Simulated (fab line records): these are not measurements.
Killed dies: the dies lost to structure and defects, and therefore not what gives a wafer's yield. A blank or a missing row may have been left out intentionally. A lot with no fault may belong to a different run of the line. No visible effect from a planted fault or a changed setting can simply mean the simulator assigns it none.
Code-filled problem report in 8D (eight disciplines) form    flow n5Finfet    the parts of the form that need people (team, actions taken, sign-off) are left out

1. THE ISSUE
Wafers without a fault read 1500.2 rpm, standard deviation 1.1; spinSpeedRpm at N5_MOL_CONTACT_COAG_COAT_34 reads a mean of 1634.6 rpm on 6 wafers belonging to 2 lots. So: +99 or more standard deviations from the usual mean.
The step: resist thk 40 nm.
The first sign was on wafer L475.2 at day 8 22:15, on lithoTrack-03. At this step, 12 wafers from 4 lots have a number in the record. The rule behind "out" and "out of limits": a value lying over 4 standard deviations away from the usual mean. All remaining wafers that have a number are taken as sound.

2. WHAT IT IS; WHAT IT IS NOT
question                     is                      is not
which readings at this step  spinSpeedRpm            -
which lots                   L475, L476              L463, L482
which wafers of those lots   all that have a number  -
read on which tools          lithoTrack-03           lithoTrack-05
when                         from day 8 22:15        up to then (3 sound wafers); but 3 sound wafers of L482 came after

3. WHAT RULES OUT EACH SUSPECT
Counting: a tool at any process step up to the reading remains a suspect when it ran all the lots that are out and ran no sound lot after the first of those.
- lithoTrack-03 at N5_MOL_CONTACT_COAG_COAT_34 (resist thk 40 nm): kept. It ran every lot that is out, first L475 (day 8 22:15), and no sound lot after that; its last sound lot up to then is L463 (day 5 21:47). Its own readings are out on those wafers: spinSpeedRpm.
After counting, what remains is lithoTrack-03 at N5_MOL_CONTACT_COAG_COAT_34.

4. THE CAUSE (what the simulator had put in)
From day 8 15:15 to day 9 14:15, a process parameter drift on lithoTrack-03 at N5_MOL_CONTACT_COAG_COAT_34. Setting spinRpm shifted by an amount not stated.
Only this tool survived the counting.

5. THE EFFECT CHAIN, in route order
Rows list readings where the struck wafers' mean (over those with a number) sits beyond 3 standard deviations from the usual. Only readings for which the record gives a usual standard deviation are gone through. hours: the time from each lot's start at the first step in this table that gives one to its start at this step, as a median over the lots. sigmas: the change in usual standard deviations.
hours  step                         reading       usual       on struck wafers  change  sigmas
0      N5_MOL_CONTACT_COAG_COAT_34  spinSpeedRpm  1500.2 rpm  1634.6            +134.4  +99 or more
The process steps in it:
- N5_MOL_CONTACT_COAG_COAT_34: resist thk 40 nm.
Later measuring or inspecting steps at which every struck wafer that the step has a row for has a number for every such reading, and none has moved that far: N5_BEOL_M4_RC_MEAS_101.

6. HOW IT WOULD HAVE BEEN CAUGHT EARLIER
In this record no reading fell out of limits until day 8 22:15, 7 hours after the fault had begun at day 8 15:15.
